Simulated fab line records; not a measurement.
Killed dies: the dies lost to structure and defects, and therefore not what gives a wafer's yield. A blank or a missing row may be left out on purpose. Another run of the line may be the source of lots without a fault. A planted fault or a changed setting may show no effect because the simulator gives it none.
fab line records | flow nandHarc
record lots=7 wafers=21 lastDay=25
route steps=1159 shown A_CONTACT@948 END@1159
lots that met no fault: taken from a fault-free run of the same line
startH: hours from the record's opening day to when the first of the lot's shown wafers began | waitH: how many hours have passed since the lot's step before this one | " as in the row above | L1.1+2: several wafers, shown together as one row | - no value, or no start given | * or withheld: withheld | < > ~ a bound
route shown NAME@n: NAME is a module with steps in the file, n the number in the route of the first one | usual: mean and standard deviation over wafers with no fault | same: alike in all rows | chamber/n: place in a boat | sites: readings site by site | _std_site: standard deviation of those values | _edge_site: outer sites' mean less inner sites' | radiusMm: how far each site lies from the wafer's centre | mask NAME#n: copy n | behind: the last tool/chamber to shape the wafer | hold: why the lot went on hold/how many hours it stayed there/how the hold came to an end | device: transistor that didn't switch, given as n, p or np | end of line: the route-end tests of the same wafers | a step given without rows: its recipe and nothing more | killed: count of dies lost to structure and defects at first sort (not the wafer's yield) | map: the dies of a wafer, with x for killed, . for not killed, _ for no die there
set.NAME: the setting the step ran with; set.NAME@STEP: the setting that earlier step ran with | model.NAME: the simulator's own value behind a step, which no gauge read
lots seen at some steps along the route; tables by step, rows by wafer
services: a tool's chamber out of use, with start hour (startH, from the record's first day; less than 0 if before it), hours out, and reason
## steps
# step NHARC_A_CONTACT_ETCH_139
# recipe sourceW=withheld pressureMtorr=20 biasV=400 timeS=137 targetDepthA=5900 arFlowSccm=withheld c4f8FlowSccm=11.5 o2FlowSccm=7.2 chemistry=C4F8/O2/Ar
# step NHARC_A_CONTACT_ETCH_92
# recipe targetDepthA=400 overEtchFrac=0.5 timeS=85.7 ionEnergyEv=120 ch3fFlowSccm=50 o2FlowSccm=30 arFlowSccm=200 rfW=500 biasW=100 chemistry=CH3F/O2
# usual drypumpMotorCurrentA=5.7/0.36 oesProductAu=0.931/0.026 rfVppV=244.4/1.6 showerheadPlenumPTorr=2.46/0.1 throttleValvePct=20.664/0.0083
# columns lot.wafer tool chamber startH waitH drypumpMotorCurrentA oesProductAu rfHoursCounterH rfVppV showerheadPlenumPTorr throttleValvePct
L604.3 rieDiel-13 0 387.86 0.3 5.2 1.015 39 246.5 2.64 20.663
L604.1 " 1 " " 5.6 0.999 42 242.7 2.38 20.651
L604.6 " 2 " " 5.4 0.991 - 246.3 2.55 20.671
L611.1 rieDiel-13 0 440.00 0.4 5.2 0.940 58 245.5 2.64 20.668
L611.4 " 1 " " 5.6 0.925 63 243.6 2.37 20.658
L611.6 " 1 " " 5.6 0.921 - 243.4 2.37 20.666
L618.3 rieDiel-12 2 454.45 0.3 5.7 0.938 11 243.1 2.39 20.653
L618.6 " 3 " " 6.0 0.910 - 245.8 2.50 20.664
L618.5 " 0 " " 5.3 0.928 - 245.7 2.53 20.679
L623.1 rieDiel-10 0 494.22 0.4 6.3 0.925 51 245.5 2.57 20.671
L623.2 " 1 " " 6.3 0.931 53 247.5 2.64 20.672
L623.4 " 2 " " 5.6 0.922 53 244.2 2.35 20.664
L626.2 rieDiel-12 2 517.51 0.4 5.7 0.935 23 242.3 2.38 20.663
L626.6 " 1 " " 5.5 0.923 - 241.7 2.33 20.668
L626.5 " 2 " " 5.7 0.946 - 242.9 2.38 20.668
L624.1 rieDiel-12 2 518.87 0.4 5.7 0.930 23 242.6 2.38 20.669
L624.6 " 3 " " 5.9 0.897 - 244.3 2.49 20.670
L624.5 " 0 " " 5.3 0.918 - 245.0 2.52 20.666
L627.1 rieDiel-12 2 530.33 0.4 5.7 0.941 25 243.8 2.38 20.668
L627.2 " 3 " " 6.0 0.907 27 243.9 2.49 20.674
L627.5 " 3 " " 6.0 0.912 - 244.0 2.49 20.657
# step NHARC_A_CONTACT_ETCH_98
# recipe targetDepthA=200 overEtchFrac=0.5 timeS=10 ionEnergyEv=250 c4f6FlowSccm=25 o2FlowSccm=20 arFlowSccm=500 rfW=600 biasW=500 chemistry=C4F6/O2
# usual drypumpMotorCurrentA=5.7/0.35 oesProductAu=0.960/0.024 rfVppV=547/3.5 showerheadPlenumPTorr=3.92/0.16 throttleValvePct=26.904/0.0094
# columns lot.wafer tool chamber startH waitH drypumpMotorCurrentA oesProductAu rfHoursCounterH rfVppV showerheadPlenumPTorr throttleValvePct
L604.1 rieDiel-13 0 - - 5.3 1.033 39 553 4.20 26.894
L604.3 " 2 " " 5.4 0.984 41 549 4.07 26.904
L604.6 " 3 " " 5.0 1.016 - 542 3.69 26.897
L611.4 rieDiel-13 2 - - 5.4 0.966 57 550 4.06 26.913
L611.1 " 0 " " 5.3 0.984 58 551 4.19 26.919
L611.6 " 1 " " 5.6 0.947 - 544 3.79 26.882
L618.3 rieDiel-12 3 - - 6.0 0.914 12 549 3.99 26.912
L618.5 " 1 " " 5.5 0.914 - 543 3.73 26.902
L618.6 " 2 " " 5.7 0.945 - 544 3.82 26.897
L623.2 rieDiel-10 2 - - 5.6 0.944 53 544 3.77 26.893
L623.1 " 3 " " 6.0 0.943 46 548 3.97 26.880
L623.4 " 0 " " 6.3 0.947 51 551 4.09 26.893
L626.2 rieDiel-12 0 - - 5.3 0.959 24 550 4.02 26.895
L626.6 " 0 " " 5.3 0.961 - 549 4.02 26.910
L626.5 " 1 " " 5.5 0.949 - 543 3.72 26.903
L624.1 rieDiel-12 3 - - 6.0 0.941 24 549 3.98 26.901
L624.5 " 1 " " 5.5 0.943 - 543 3.72 26.904
L624.6 " 2 " " 5.7 0.963 - 544 3.81 26.903
L627.1 rieDiel-12 2 - - 5.7 0.975 25 544 3.81 26.912
L627.2 " 3 " " 6.0 0.944 27 546 3.98 26.911
L627.5 " 1 " " 5.5 0.938 - 542 3.72 26.906
# step NHARC_A_CONTACT_CD_MEAS_15
# usual cdNm=90.0/0.71
# columns lot.wafer tool chamber startH waitH cdNm
L604.1 cdSem-03 - 388.05 - 89.3
L604.3 " - " " 90.4
L604.6 " - " " 89.3
L611.1 cdSem-02 - 440.23 - 90.6
L611.4 " - " " 90.5
L611.6 " - " " 90.6
L618.3 cdSem-03 - 454.63 - 90.5
L618.5 " - " " 89.9
L618.6 " - " " 89.9
L623.1 cdSem-03 - 494.44 - 88.0
L623.2 " - " " 89.5
L623.4 " - " " 89.6
L626.2 cdSem-03 - 517.72 - 91.2
L626.5 " - " " 90.9
L626.6 " - " " 90.7
L624.1 cdSem-02 - 519.05 - 92.0
L624.5 " - " " 90.9
L624.6 " - " " 90.0
L627.1 cdSem-02 - 530.59 - 91.2
L627.2 " - " " 91.5
L627.5 " - " " 90.3
# step NHARC_A_CONTACT_STRIP_107
# recipe n2FlowSccm=150 h2FlowSccm=150 arFlowSccm=0 biasW=0 chemistry=N2/H2
# step NHARC_A_CONTACT_STRIP_108
# recipe cf4FlowSccm=100 chf3FlowSccm=30 arFlowSccm=0 biasW=0 chemistry=CF4/CHF3
# step NHARC_A_CONTACT_STRIP_109
# recipe o2FlowSccm=400 cosFlowSccm=20 arFlowSccm=0 biasW=0 chemistry=O2/COS
# step NHARC_A_CONTACT_ETCH_110
# recipe targetDepthA=500 overetchA=50 timeS=27.5 ionEnergyEv=100 cf4FlowSccm=80 o2FlowSccm=20 arFlowSccm=0 rfW=300 biasW=100 chemistry=CF4/O2
# step NHARC_A_CONTACT_STRIP_26
# recipe o2FlowSccm=500 arFlowSccm=0 biasW=0 chemistry=O2
# usual drypumpMotorCurrentA=5.6/0.36 oesProductAu=0.999/0.016 rfVppV=57.7/0.78 showerheadPlenumPTorr=3.53/0.15 throttleValvePct=17.036/0.01
# columns lot.wafer tool chamber startH waitH drypumpMotorCurrentA oesProductAu rfHoursCounterH rfVppV showerheadPlenumPTorr throttleValvePct
L604.3 rieDiel-10 1 - - 6.3 0.993 10 58.3 3.80 17.044
L604.1 " 0 " " 6.3 1.009 11 57.4 3.71 17.027
L604.6 " 2 " " 5.6 1.017 - 57.3 3.41 17.021
L611.4 rieDiel-12 0 - - 5.3 0.996 10 57.3 3.63 17.027
L611.1 " 1 " " 5.5 0.987 10 58.0 3.35 17.032
L611.6 " 1 " " 5.5 0.984 - 58.5 3.35 17.034
L618.3 rieDiel-12 1 - - 5.4 0.975 11 57.9 3.35 17.021
L618.6 " 1 " " 5.5 0.979 - 58.0 3.35 17.045
L618.5 " 2 " " 5.7 1.014 - 57.8 3.43 17.023
L623.2 rieDiel-12 1 - - 5.5 0.993 20 56.8 3.35 17.043
L623.1 " 2 " " 5.7 1.009 20 57.1 3.42 17.044
L623.4 " 3 " " 5.9 0.973 20 56.9 3.58 17.021
L626.2 rieDiel-12 3 - - 6.0 0.977 24 59.0 3.58 17.040
L626.5 " 3 " " 6.0 0.974 - 57.2 3.58 17.054
L626.6 " 0 " " 5.3 0.998 - 57.3 3.62 17.036
L624.1 rieDiel-12 2 - - 5.7 1.006 23 57.5 3.42 17.039
L624.6 " 3 " " 5.9 0.968 - 57.2 3.58 17.037
L624.5 " 0 " " 5.3 0.991 - 58.2 3.62 17.039
L627.1 rieDiel-12 0 - - 5.3 1.005 27 56.8 3.62 17.035
L627.2 " 1 " " 5.4 0.996 26 57.9 3.34 17.030
L627.5 " 0 " " 5.3 1.005 - 58.8 3.62 17.027
# step NHARC_A_CONTACT_STRIP_27
# recipe timeS=600 tempC=30 chemistry=postEtchResidueRemover
# step NHARC_A_CONTACT_ALD_18
# recipe targetThkA=30 pulseTimeS=1 aldCycles=150 tempC=450 material=TiN
# usual heaterPowerW=1147/96 precursorPulseHeightRel=1.002/0.02
# columns lot.wafer tool chamber startH waitH heaterPowerW precursorPulseHeightRel
L604.3 aldMetal-04 3 389.07 - 1145 1.009
L604.1 " 2 " " 1254 1.010
L604.6 " 0 " " 1210 1.006
L611.1 aldMetal-01 1 441.17 - 1048 0.982
L611.4 " 0 " " 1117 1.035
L611.6 " 2 " " 1064 1.010
L618.3 aldMetal-01 3 455.57 - 1279 0.983
L618.6 " 3 " " 1252 0.960
L618.5 " 0 " " 1089 0.980
L623.4 aldMetal-03 2 495.41 - 1332 0.976
L623.1 " 3 " " 1069 0.983
L623.2 " 1 " " 1071 0.985
L626.2 aldMetal-04 2 518.69 - 1183 1.002
L626.5 " 0 " " 1230 1.004
L626.6 " 1 " " 1190 1.037
L624.1 aldMetal-03 0 520.25 - 975 1.014
L624.5 " 1 " " 945 1.026
L624.6 " 2 " " 1342 0.984
L627.1 aldMetal-01 3 531.64 - 1282 1.038
L627.2 " 0 " " 1130 1.004
L627.5 " 2 " " 1016 1.010
# step NHARC_A_CONTACT_CVD_19
# recipe targetThkA=3000 tempC=300 pressureTorr=40 wf6FlowSccm=40 h2FlowSccm=1600 arFlowSccm=1560 timeS=802 material=W
# usual chamberPressureTorr=40.01/0.097 heaterPowerW=505/43 throttleValvePct=8.32/0.28
# columns lot.wafer tool chamber startH waitH chamberPressureTorr heaterPowerW throttleValvePct
L604.1 cvdW-01 1 - - 40.01 566 7.89
L604.3 " 0 " " 40.07 453 8.37
L604.6 " 0 " " 39.88 463 8.50
L611.1 cvdW-02 1 - - 40.08 528 8.29
L611.4 " 1 " " 40.04 531 8.14
L611.6 " 1 " " 40.07 531 8.43
L618.3 cvdW-01 0 - - 39.97 469 8.35
L618.5 " 0 " " 39.88 465 8.38
L618.6 " 1 " " 40.10 570 8.03
L623.1 cvdW-01 1 - - 39.93 568 7.71
L623.2 " 0 " " 40.01 452 8.49
L623.4 " 1 " " 40.10 559 7.78
L626.2 cvdW-02 1 - - 40.01 545 8.32
L626.5 " 0 " " 40.10 474 8.77
L626.6 " 1 " " 40.19 530 8.45
L624.1 cvdW-01 0 - - 40.01 454 8.54
L624.6 " 0 " " 40.10 431 8.50
L624.5 " 1 " " 40.17 560 7.93
L627.2 cvdW-01 1 - - 40.13 552 7.78
L627.1 " 0 " " 39.91 432 8.40
L627.5 " 0 " " 40.09 438 8.19
# step NHARC_A_CONTACT_CMP_20
# recipe tOverpolishS=30 targetThkNm=300
# usual edgeZonePressureFrac=1.000/0.0045 motorCurrentA=11.2/0.86 overpolishRunS=30.001/0.0089 timeToEndpointS=59/4.4
# columns lot.wafer tool chamber startH waitH edgeZonePressureFrac motorCurrentA overpolishRunS timeToEndpointS
L604.3 cmp-02 3 394.78 0.5 1.005 11.6 29.997 56
L604.1 " 2 " " 0.993 10.8 30.001 55
L604.6 " 3 " " 1.004 10.8 30.003 61
L611.1 cmp-04 2 443.47 0.7 1.006 10.2 29.994 64
L611.4 " 3 " " 1.004 10.5 30.012 56
L611.6 " 0 " " 0.998 12.4 29.989 50
L618.3 cmp-02 1 456.67 0.5 1.008 10.7 30.001 57
L618.5 " 1 " " 1.002 10.8 30.011 54
L618.6 " 2 " " 0.996 10.1 29.997 61
L623.1 cmp-03 0 499.88 0.8 - - - -
L623.4 " 2 " " - - - -
L623.2 " 3 " " - - - -
L626.2 cmp-04 2 522.81 0.7 - - - -
L626.5 " 2 " " - - - -
L626.6 " 3 " " - - - -
L624.1 cmp-04 2 527.18 0.8 - - - -
L624.5 " 3 " " - - - -
L624.6 " 0 " " - - - -
L627.1 cmp-03 0 534.95 0.7 1.000 12.1 29.997 63
L627.2 " 2 " " 1.002 11.2 30.004 60
L627.5 " 3 " " 1.005 10.6 29.998 58
# step NHARC_A_CONTACT_SRD_22
# step NHARC_A_CONTACT_INSPECT_23
# usual rawDefectCount=436/110
# columns lot.wafer tool chamber startH waitH rawDefectCount
L604.1 defectInspect-01 - 395.21 0.1 646
L604.3 " - " " 604
L604.6 " - " " 610
L611.1 defectInspect-02 - 443.82 0.1 353
L611.4 " - " " 374
L611.6 " - " " 333
L618.3 defectInspect-01 - 457.07 0.1 298
L618.5 " - " " 496
L618.6 " - " " 430
L623.1 defectInspect-02 - 500.30 0.1 2494
L623.2 " - " " 2709
L623.4 " - " " 2468
L626.2 defectInspect-01 - 523.21 0.1 2680
L626.5 " - " " 2670
L626.6 " - " " 2627
L624.1 defectInspect-02 - 527.51 0.1 2607
L624.5 " - " " 2853
L624.6 " - " " 2780
L627.1 defectInspect-02 - 535.32 0.1 298
L627.2 " - " " 433
L627.5 " - " " 505
# step NHARC_END_SORT_01
# recipe tempC=25
# usual killedAtArray=27/10 killedAtOther=0.6/0.83 killedAtPeriphery=2.4/1.8 killedDies=30/10 killedOpen=3.3/1.7 killedShort=1.8/1.4
# same grossDies=677
# columns lot.wafer tool chamber startH waitH killedAtArray killedAtOther killedAtPeriphery killedDies killedOpen killedShort
L623.1 prober-01 0 551.70 2.5 673 0 4 677 4 1
L623.2 prober-01 0 552.49 2.8 674 0 3 677 6 0
L623.4 prober-01 0 554.09 3.4 673 1 3 677 3 1
L624.1 prober-01 0 570.82 2.5 675 1 1 677 2 1
L624.5 prober-01 0 573.98 3.7 672 1 4 677 5 2
L624.6 prober-01 0 574.77 3.9 674 1 2 677 3 2
L626.2 prober-02 0 571.57 2.8 675 0 2 677 5 1
L626.5 prober-02 0 573.93 3.6 673 0 4 677 5 4
L626.6 prober-02 0 574.72 3.9 672 0 5 677 3 3
# killed by level:class
L623.1 A_CONTACT:areaCmp=632 A_CHANNEL_HOLE_D1:chamberFilmFlake=20 A_SLIT:chamberFilmFlake=15 P_M0:geometricParticle:open=2 A_CONTACT:geometricParticle:open=2 P_GATE:chamberFilmFlake=2 A_STAIRCASE:chamberFilmFlake=2 A_WL_FILL:geometricParticle:short=1
L623.2 A_CONTACT:areaCmp=622 A_CHANNEL_HOLE_D1:chamberFilmFlake=27 A_SLIT:chamberFilmFlake=14 A_STAIRCASE:chamberFilmFlake=5 A_CONTACT:geometricParticle:open=3 P_CONTACT:geometricParticle:open=1 P_M0:geometricParticle:open=1 A_M0:geometricParticle:open=1
L623.4 A_CONTACT:areaCmp=630 A_SLIT:chamberFilmFlake=19 A_CHANNEL_HOLE_D1:chamberFilmFlake=16 A_STAIRCASE:chamberFilmFlake=5 P_GATE:chamberFilmFlake=2 P_M0:geometricParticle:open=1 A_SOURCE_PLATE:geometricParticle:short=1 A_CHANNEL_FILL_D1:geometricParticle:open=1
L624.1 A_CONTACT:areaCmp=655 A_CHANNEL_HOLE_D1:chamberFilmFlake=7 A_CONTACT:chamberFilmFlake=4 A_STAIRCASE:chamberFilmFlake=2 A_WL_FILL:geometricParticle:open=1 A_WL_FILL:geometricParticle:short=1 A_CONTACT:geometricParticle:open=1 P_STI:chamberFilmFlake=1
L626.2 A_CONTACT:areaCmp=633 A_SLIT:chamberFilmFlake=16 A_CHANNEL_HOLE_D1:chamberFilmFlake=7 A_CONTACT:chamberFilmFlake=7 A_SGD_CUT:chamberFilmFlake=5 A_CONTACT:geometricParticle:open=2 A_M0:geometricParticle:open=2 A_SGD_CUT:geometricParticle:short=1
L626.5 A_CONTACT:areaCmp=626 A_SLIT:chamberFilmFlake=17 A_CHANNEL_HOLE_D1:chamberFilmFlake=9 A_CONTACT:chamberFilmFlake=6 A_SGD_CUT:chamberFilmFlake=4 P_ZERO_WELL:chamberFilmFlake=3 A_ONON_D1:geometricParticle:short=2 A_ONON_D1:geometricParticle:open=2
L624.5 A_CONTACT:areaCmp=653 A_CHANNEL_HOLE_D1:chamberFilmFlake=7 A_CONTACT:geometricParticle:open=2 A_CONTACT:chamberFilmFlake=2 A_STAIRCASE:chamberFilmFlake=2 A_ONON_D1:geometricParticle:open=1 A_ONON_D1:geometricParticle:short=1 A_CHANNEL_FILL_D1:geometricParticle:short=1
L626.6 A_CONTACT:areaCmp=629 A_SLIT:chamberFilmFlake=17 A_CHANNEL_HOLE_D1:chamberFilmFlake=9 A_SGD_CUT:chamberFilmFlake=6 A_CONTACT:chamberFilmFlake=6 P_M2:chamberFilmFlake=3 P_CONTACT:geometricParticle:open=1 A_ONON_D1:geometricParticle:short=1
L624.6 A_CONTACT:areaCmp=660 A_CONTACT:chamberFilmFlake=5 A_CHANNEL_HOLE_D1:chamberFilmFlake=2 A_STAIRCASE:chamberFilmFlake=2 P_CONTACT:geometricParticle:open=1 A_ONON_D1:geometricParticle:short=1 A_CHANNEL_HOLE_D1:geometricParticle:open=1 A_CHANNEL_FILL_D1:geometricParticle:short=1
# map L623.1 (x killed, . not)
____________x____________
_________xxxxxxx_________
_______xxxxxxxxxxx_______
______xxxxxxxxxxxxx______
_____xxxxxxxxxxxxxxx_____
____xxxxxxxxxxxxxxxxx____
____xxxxxxxxxxxxxxxxx____
___xxxxxxxxxxxxxxxxxxx___
___xxxxxxxxxxxxxxxxxxx___
__xxxxxxxxxxxxxxxxxxxxx__
__xxxxxxxxxxxxxxxxxxxxx__
_xxxxxxxxxxxxxxxxxxxxxxx_
_xxxxxxxxxxxxxxxxxxxxxxx_
_xxxxxxxxxxxxxxxxxxxxxxx_
_xxxxxxxxxxxxxxxxxxxxxxx_
_xxxxxxxxxxxxxxxxxxxxxxx_
xxxxxxxxxxxxxxxxxxxxxxxxx
xxxxxxxxxxxxxxxxxxxxxxxxx
xxxxxxxxxxxxxxxxxxxxxxxxx
xxxxxxxxxxxxxxxxxxxxxxxxx
xxxxxxxxxxxxxxxxxxxxxxxxx
_xxxxxxxxxxxxxxxxxxxxxxx_
_xxxxxxxxxxxxxxxxxxxxxxx_
_xxxxxxxxxxxxxxxxxxxxxxx_
_xxxxxxxxxxxxxxxxxxxxxxx_
_xxxxxxxxxxxxxxxxxxxxxxx_
__xxxxxxxxxxxxxxxxxxxxx__
__xxxxxxxxxxxxxxxxxxxxx__
___xxxxxxxxxxxxxxxxxxx___
___xxxxxxxxxxxxxxxxxxx___
____xxxxxxxxxxxxxxxxx____
____xxxxxxxxxxxxxxxxx____
_____xxxxxxxxxxxxxxx_____
______xxxxxxxxxxxxx______
_______xxxxxxxxxxx_______
_________xxxxxxx_________
____________x____________
# map L624.1 (x killed, . not)
____________x____________
_________xxxxxxx_________
_______xxxxxxxxxxx_______
______xxxxxxxxxxxxx______
_____xxxxxxxxxxxxxxx_____
____xxxxxxxxxxxxxxxxx____
____xxxxxxxxxxxxxxxxx____
___xxxxxxxxxxxxxxxxxxx___
___xxxxxxxxxxxxxxxxxxx___
__xxxxxxxxxxxxxxxxxxxxx__
__xxxxxxxxxxxxxxxxxxxxx__
_xxxxxxxxxxxxxxxxxxxxxxx_
_xxxxxxxxxxxxxxxxxxxxxxx_
_xxxxxxxxxxxxxxxxxxxxxxx_
_xxxxxxxxxxxxxxxxxxxxxxx_
_xxxxxxxxxxxxxxxxxxxxxxx_
xxxxxxxxxxxxxxxxxxxxxxxxx
xxxxxxxxxxxxxxxxxxxxxxxxx
xxxxxxxxxxxxxxxxxxxxxxxxx
xxxxxxxxxxxxxxxxxxxxxxxxx
xxxxxxxxxxxxxxxxxxxxxxxxx
_xxxxxxxxxxxxxxxxxxxxxxx_
_xxxxxxxxxxxxxxxxxxxxxxx_
_xxxxxxxxxxxxxxxxxxxxxxx_
_xxxxxxxxxxxxxxxxxxxxxxx_
_xxxxxxxxxxxxxxxxxxxxxxx_
__xxxxxxxxxxxxxxxxxxxxx__
__xxxxxxxxxxxxxxxxxxxxx__
___xxxxxxxxxxxxxxxxxxx___
___xxxxxxxxxxxxxxxxxxx___
____xxxxxxxxxxxxxxxxx____
____xxxxxxxxxxxxxxxxx____
_____xxxxxxxxxxxxxxx_____
______xxxxxxxxxxxxx______
_______xxxxxxxxxxx_______
_________xxxxxxx_________
____________x____________
## services
# columns tool chamber startH hours kind
aldMetal-01 0 366.48 1.9 repair
rieDiel-10 3 373.61 6.9 repair
cmp-03 - 373.84 0.7 repair
rieDiel-12 - 379.40 9.0 pm
cvdW-02 - 393.90 13.0 pm
cmp-04 - 399.21 4.0 pm
cmp-02 - 399.33 1.5 repair
cmp-03 - 401.42 2.5 repair
rieDiel-13 2 413.52 13.1 repair
rieDiel-13 3 421.53 9.9 repair
rieDiel-13 - 453.15 9.0 pm
aldMetal-01 - 458.00 10.0 pm
cvdW-01 - 476.85 13.0 pm
aldMetal-01 3 482.34 30.0 repair
rieDiel-10 - 483.08 4.7 repair
cmp-04 - 491.35 2.7 repair
rieDiel-13 2 494.71 3.3 repair
cmp-04 - 497.21 4.0 pm
aldMetal-01 - 498.23 0.4 repair
rieDiel-13 1 499.40 5.5 repair
rieDiel-12 2 512.50 2.9 repair
rieDiel-13 - 519.22 0.5 repair
cmp-04 - 524.54 0.5 repair
rieDiel-10 - 530.50 9.0 pm
## key
firstSign step=NHARC_A_CONTACT_CMP_20 reading=toolRecord direction=missing
effect step=NHARC_A_CONTACT_INSPECT_23 reading=rawDefectCount direction=up sigmas=20 usual=436 struck=2654
effect step=NHARC_END_SORT_01 reading=killedAtArray direction=up sigmas=63 usual=27 struck=673
moreKillsBornAt NHARC_A_CONTACT_CMP_20@cmp-04=3856 NHARC_A_CONTACT_CMP_20@cmp-03=1884
metAt NHARC_A_CONTACT_CMP_20
struckWafers L623.1,L623.2,L623.4,L624.1,L624.5,L624.6,L626.2,L626.5,L626.6
laterRowsLeftOut L623.1,L623.2,L623.4,L624.1,L624.5,L624.6,L626.2,L626.5,L626.6
testerLeftOut L623,L624,L626
onsetBetween 443.47 499.88
fault kind=skippedStepWhole tool=cmp-03,cmp-04 chamber=- onsetH=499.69 steps=NHARC_A_CONTACT_CMP_20 scope=struckLotsOnly
# testerLeftOut: of these lots the tester's yield and bins aren't shown, on N5 and GAA mostly nor the transistor test; their killed dies are dies lost to structure and defects alone, not to doping, threshold or leakage, so they don't give the yield
# laterRowsLeftOut: the simulator's readings of these wafers behind a module that went badly wrong aren't trusted and aren't shown, but for the sort
